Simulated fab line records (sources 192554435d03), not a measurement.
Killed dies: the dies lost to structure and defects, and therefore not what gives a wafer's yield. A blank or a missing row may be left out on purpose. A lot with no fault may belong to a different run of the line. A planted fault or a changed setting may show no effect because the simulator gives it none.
3 desks, one fault :: flow n5-finfet :: each desk has only its own numbers; what lay behind them comes last

## AT THE METROLOGY DESK
Means of the sampled wafers that have a number, per lot and without regard to the tool the lot ran on: this is what the gauges read. Marked OUT: a lot whose mean sits more than 4 standard deviations from the usual mean, which makes it out of limits; the brackets give that distance. Only the readings that lie furthest out on some lot appear, 7 of the 11 it has.
Columns: A = DIBL_N at N5_BEOL_M4_RC_MEAS_101, usual 36.3 mV/V; B = DIBL_P at N5_BEOL_M4_RC_MEAS_101, usual 36.5 mV/V; C = IOFF_N at N5_BEOL_M4_RC_MEAS_101, usual 0.16 nA/um; D = ION_N at N5_BEOL_M4_RC_MEAS_101, usual 675 uA/um; E = SS_N at N5_BEOL_M4_RC_MEAS_101, usual 71.6 mV/dec; F = SS_P at N5_BEOL_M4_RC_MEAS_101, usual 73.3 mV/dec; G = VT_N at N5_BEOL_M4_RC_MEAS_101, usual 249 mV
lot: L621
first seen here: day 2 09:11
A: 35.3
B: 35.8
C: 0.16
D: 676
E: 71.7
F: 73.2
G: 249

lot: L623
first seen here: day 2 20:08
A: 35.1
B: 35.3
C: 0.13
D: 680
E: 71.2
F: 73.1
G: 253

lot: L629
first seen here: day 4 09:11
A: 35.8
B: 36.9
C: 0.13
D: 659
E: 70.6
F: 73.5
G: 252

lot: L631
first seen here: day 4 21:32
A: 35.2
B: 35.0
C: 0.15
D: 669
E: 71.2
F: 72.6
G: 250

lot: L636
first seen here: day 6 02:34
A: 38.3
B: 37.7
C: 0.16
D: 667
E: 72.4
F: 73.9
G: 251

lot: L640
first seen here: day 7 02:15
A: 34.3
B: 33.9
C: 0.14
D: 677
E: 71.5
F: 73.2
G: 249

lot: L641
first seen here: day 7 08:12
A: 38.6
B: 39.2
C: 0.24
D: 700
E: 72.6
F: 74.2
G: 243

lot: L642
first seen here: day 7 14:23
A: 37.0
B: 36.1
C: 0.15
D: 671
E: 71.6
F: 74.0
G: 250

lot: L643
first seen here: day 7 19:27
A: 35.4
B: 36.6
C: 0.16
D: 675
E: 71.7
F: 73.7
G: 249
This desk found nothing out of limits on any of the 9 lots.

## THE DEFECT DESK
Per lot, the means of the sampled wafers with a number show what the inspections along the route counted. Marked OUT: a lot whose mean sits more than 4 standard deviations from the usual mean, which makes it out of limits; the brackets give that distance.
Columns: A = raw-defect-count at N5_FIN_CUT_INSPECT_17, usual 226
lot: L621
first seen here: day 2 11:34
A: 231

lot: L623
first seen here: day 2 22:09
A: 270

lot: L629
first seen here: day 4 11:33
A: 785 (+9.8) OUT

lot: L631
first seen here: day 4 23:54
A: 662 (+7.6) OUT

lot: L636
first seen here: day 6 04:35
A: 217

lot: L640
first seen here: day 7 04:25
A: 178

lot: L641
first seen here: day 7 10:08
A: 305

lot: L642
first seen here: day 7 16:28
A: 275

lot: L643
first seen here: day 7 21:48
A: 278
Finding of this desk: L629, L631 out of limits; the first was L629 at day 4 11:33, on raw-defect-count at N5_FIN_CUT_INSPECT_17. In limits: L621, L623, L636, L640, L641, L642, L643.

## TOOL OWNER'S DESK, vapor-etch-02
The tool's own readings at N5_FIN_CUT_PRECLEAN_35 (cleans in vHF, time 13.3 s): means of the sampled wafers that have a number, for each lot that ran on this tool. Marked OUT: a lot whose mean sits more than 4 standard deviations from the usual mean, which makes it out of limits; the brackets give that distance.
Columns: A = drypump-motor-current-A at N5_FIN_CUT_PRECLEAN_35, usual 5.52 A
lot: L623
first seen here: day 2 21:47
A: 5.74

lot: L629
first seen here: day 4 10:54
A: 5.72

lot: L631
first seen here: day 4 23:32
A: 5.72

lot: L642
first seen here: day 7 16:05
A: 5.50

lot: L643
first seen here: day 7 21:08
A: 5.30
This desk found nothing out of limits on any of the 5 lots.

## PUT TOGETHER
The defect desk could have raised an alarm at day 4 11:33, on L629, L631.
From the metrology desk's view, nothing was out of limits.
Nothing out of limits was seen by the tool owner's desk.
The metrology desk holds a record of L629, L631, inside its limits.
Tool owner's desk: L629, L631 on record, inside its limits.
Every lot named ran N5_FIN_CUT_PRECLEAN_35 on vapor-etch-02.

## WHAT THE SIMULATOR HAD INSERTED
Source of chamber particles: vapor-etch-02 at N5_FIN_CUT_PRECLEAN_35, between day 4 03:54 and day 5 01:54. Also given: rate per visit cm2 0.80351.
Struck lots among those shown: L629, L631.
Hours from the fault's start to each desk's first reading out of limits: the defect desk, 8.
